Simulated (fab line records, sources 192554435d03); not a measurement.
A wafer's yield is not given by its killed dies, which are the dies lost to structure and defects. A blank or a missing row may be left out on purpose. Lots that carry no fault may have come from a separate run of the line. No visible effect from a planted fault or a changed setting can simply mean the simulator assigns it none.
Struck lot and sound lot, side by side / flow n5-finfet / 17 steps out of a route of 1938
Sound: wafers L713.2, L713.4, L713.5. Struck: wafers L705.1, L705.4, L705.6. The cause is named last.
Order at every step that has rows: each side's tool, ch and its chambers, its first start. Under that, the readings that differ: sound wafers / struck wafers / difference of the means / sigmas: that difference in standard deviations of wafers without a fault.
alike: a reading whose means differ by less than 2 such deviations, as well as words and numbers matching on both sides. not compared: withheld readings; readings where some wafer has no value; bounds like >300 that might hide an equal value; numbers whose values overlap and for which the record gives no deviation.
Wherever a step has rows on one side only, a row that says differs or no value, or a row with sigmas, the two part there. Numbers that don't overlap but have no deviation are shown without sigmas and don't part them. Lack of a reading on every wafer of one side parts them only where that side has two or more wafers.

first, 9 steps without rows for these wafers: N5_SD_EPI_P_COAT_35 (time 60 s, resist thk 35 nm); N5_SD_EPI_P_COAT_03 (resist thk 150 nm); N5_SD_EPI_P_EBR_05; N5_SD_EPI_P_SOFTBAKE_04 (time 60 s); N5_SD_EPI_P_EXPOSE_06 (exposes mask SD P BLK, target cd 240 nm); N5_SD_EPI_P_PEB_07 (peb time 60 s); N5_SD_EPI_P_DEVELOP_08 (develop time 30 s); N5_SD_EPI_P_DESCUM_14 (chemistry O2, time 7.9 s); N5_SD_EPI_P_ETCH_36 (etches SiARC in CF4, target depth 45.5 nm, time 75.8 s).
N5_SD_EPI_P_ETCH_37: etches SOC in N2/H2, overetch 108 nm, time 486 s.
  sound on rie-diel-06 ch 0,1,2, day 7 12:21; struck on rie-diel-02 ch 0,1,2, day 5 12:40
  no value came back on the struck wafers for any of 7 readings (bias-w (W), chamber-pressure-mTorr (mTorr) and others); on the sound wafers bias-w (W) reads 133.5 132.9 132.1
reading=model.CAR-ArF-block_of_SD_EPI_P_COAT_03.thk-nm (nm); sound=0 0 0; struck=111.2 111 111.4; difference=+111.2; sigmas=
reading=model.SiARC_of_SD_EPI_P_COAT_35.thk-nm (nm); sound=19.4 19.4 19.8; struck=35 35 35; difference=+15; sigmas=
  not compared: rf-hours-counter-h
then, 1 step without rows for these wafers: N5_SD_EPI_P_STRIP_38 (strips in N2/H2).
N5_SD_EPI_P_ETCHBACK_46: etches SiNx in CH3F/O2, stops on SiO2, target depth 17.5 nm.
  sound on rie-diel-06 ch 0,1,2, day 7 12:40; struck on rie-diel-02 ch 0,1,2, day 5 12:59
reading=oes-product-au (a.u.); sound=0.58 0.62 0.59; struck=0.29 0.28 0.27; difference=-0.32; sigmas=-5
  alike: drypump-motor-current-A, oes_ar_750_au, rf-vpp-V, showerhead-plenum-p-Torr, throttle-valve-pct
  not compared: rf-hours-counter-h
then, 1 step without rows for these wafers: N5_SD_EPI_P_ETCH_47 (etches SiOCN in CH3F/O2, target depth 25 nm).
N5_SD_EPI_P_ETCH_16: etches SiO2 in CHF3/O2, target depth 5 nm.
  sound on rie-diel-06 ch 0,1,2, day 7 12:52; struck on rie-diel-02 ch 0,1,2, day 5 13:11
reading=model.SiARC_of_SD_EPI_P_COAT_35.thk-nm (nm); sound=11.4 11.2 11.8; struck=26.8 27 26.8; difference=+15.4; sigmas=
  alike: CHF3_flow_sccm, O2_flow_sccm, drypump-motor-current-A, oes_ar_750_au, oes-product-au, rf-vpp-V, showerhead-plenum-p-Torr, throttle-valve-pct
  not compared: rf-hours-counter-h
then, 1 step without rows for these wafers: N5_SD_EPI_P_STRIP_50 (strips in CHF3/O2).
N5_BEOL_M4_RC_MEAS_101:
  the record has rows for the sound wafers here (prober-01 ch 0, day 12 10:20) and none for the struck ones
-- record jumps: 9 days separate the struck wafers' starts on either side; left off in module BEOL_M4, taken up again in module PASSIVATION, whose first shown step is the route's number 1936 --
N5_PASSIVATION_PROBE_49:
  only the struck wafers here have rows in the record (prober-01, day 14 06:51); the sound ones have none

== WHERE THEY PART ==
Earliest at N5_SD_EPI_P_ETCH_37; latest, in this record, at N5_PASSIVATION_PROBE_49.

WHY: whatever the simulator had introduced
Skipped step whole: rie-diel-02, from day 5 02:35 on, at N5_SD_EPI_P_ETCH_37. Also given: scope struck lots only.
